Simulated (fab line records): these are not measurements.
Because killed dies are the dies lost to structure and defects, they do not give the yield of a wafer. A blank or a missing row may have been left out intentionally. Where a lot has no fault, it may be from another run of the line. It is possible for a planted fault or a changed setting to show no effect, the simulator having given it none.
A lot that was struck, set against a sound lot	flow nand-harc	16 steps out of a route of 1302
Sound: the wafers L259.1, L259.3, L259.5. Struck: wafer L265.6. (L265.1 of the same lot was not struck and is left out.) The cause comes at the end.
Each step with rows lists, per side, the tool, then ch with its chambers, then its first start. Under that, the readings that differ: sound wafers	struck wafers	difference of the means	sigmas: that difference in standard deviations of wafers without a fault.
alike: words and numbers the same on both sides, and readings whose means are apart by under 2 such deviations; not compared: readings that were withheld, readings missing a value for some wafer, numbers with overlapping values and no deviation given by the record, and bounds like >300 which may hide the same value.
The two part at a step that has a row with sigmas, a row that says differs or no value, or rows on one side only. When numbers do not overlap yet have no deviation, they are printed without sigmas and do not part them. A reading that every wafer of one side lacks parts them only if that side has two wafers or more.

NHARC_A_ONON_D2_THK_MEAS_02: measures by ellipsometry.
  sound on film-metro-02 at day 14 02:44; struck on film-metro-02 at day 16 07:51
  alike: thk-nm
then, no rows for these wafers at 1 step: NHARC_A_ONON_D2_DEP_03 (target thk 1000 nm).
NHARC_A_ONON_D2_THK_MEAS_05: measures by ellipsometry.
  sound on film-metro-02 at day 14 03:26; struck on film-metro-02 at day 16 08:25
  alike: thk-nm
then, no rows for these wafers at 1 step: NHARC_A_ONON_D2_DEP_06 (target thk 1000 nm).
NHARC_A_ONON_D2_THK_MEAS_08: measures by ellipsometry.
  sound on film-metro-02 at day 14 04:09; struck on film-metro-01 at day 16 08:59
reading	sound	struck	difference	sigmas
thk-nm (nm)	1001 1002 1002	981	-21	-2
then, no rows for these wafers at 1 step: NHARC_A_ONON_D2_DEP_09 (target thk 1000 nm).
NHARC_A_ONON_D2_THK_MEAS_11: measures by ellipsometry.
  sound on film-metro-01 at day 14 04:43; struck on film-metro-02 at day 16 09:32
  alike: thk-nm
then, no rows for these wafers at 1 step: NHARC_A_ONON_D2_DEP_12 (target thk 1000 nm).
NHARC_A_ONON_D2_THK_MEAS_14: measures by ellipsometry.
  sound on film-metro-02 at day 14 05:17; struck on film-metro-02 at day 16 10:07
  alike: thk-nm
then, 2 steps without rows for these wafers: NHARC_A_ONON_D2_ANNEAL_15 (time 3600 s); NHARC_A_ONON_D2_DEP_16 (target thk 1000 nm).
NHARC_A_ONON_D2_THK_MEAS_18: measures by ellipsometry.
  sound on film-metro-01 at day 14 14:49; struck on film-metro-01 at day 16 17:26
  alike: thk-nm
NHARC_A_ONON_D2_DEP_19: target thk 1000 nm.
  sound on pecvd-onon-01 ch 0, day 14 14:52; struck on pecvd-onon-03 ch 0, day 16 17:30
NHARC_A_ONON_D2_THK_MEAS_21: measures by ellipsometry.
  sound on film-metro-01 at day 14 15:23; struck on film-metro-01 at day 16 18:01
reading	sound	struck	difference	sigmas
thk-nm (nm)	983 982 983	1535	+552	+50
then, no rows for these wafers at 1 step: NHARC_A_ONON_D2_DEP_22 (target thk 1000 nm).
-- jump in the record: it breaks off in module A_ONON_D2 and resumes in module END (first step shown: number 1302 of the route), and 12 days separate the struck wafers' starts before and after --
NHARC_END_SORT_01:
  only the struck wafers appear in the record here, on prober-01 ch 0 at day 28 09:20; the sound ones have no rows

WHERE THEY PART
Last at NHARC_END_SORT_01 as far as this record goes, first at NHARC_A_ONON_D2_THK_MEAS_08.

WHY: what had been put in by the simulator
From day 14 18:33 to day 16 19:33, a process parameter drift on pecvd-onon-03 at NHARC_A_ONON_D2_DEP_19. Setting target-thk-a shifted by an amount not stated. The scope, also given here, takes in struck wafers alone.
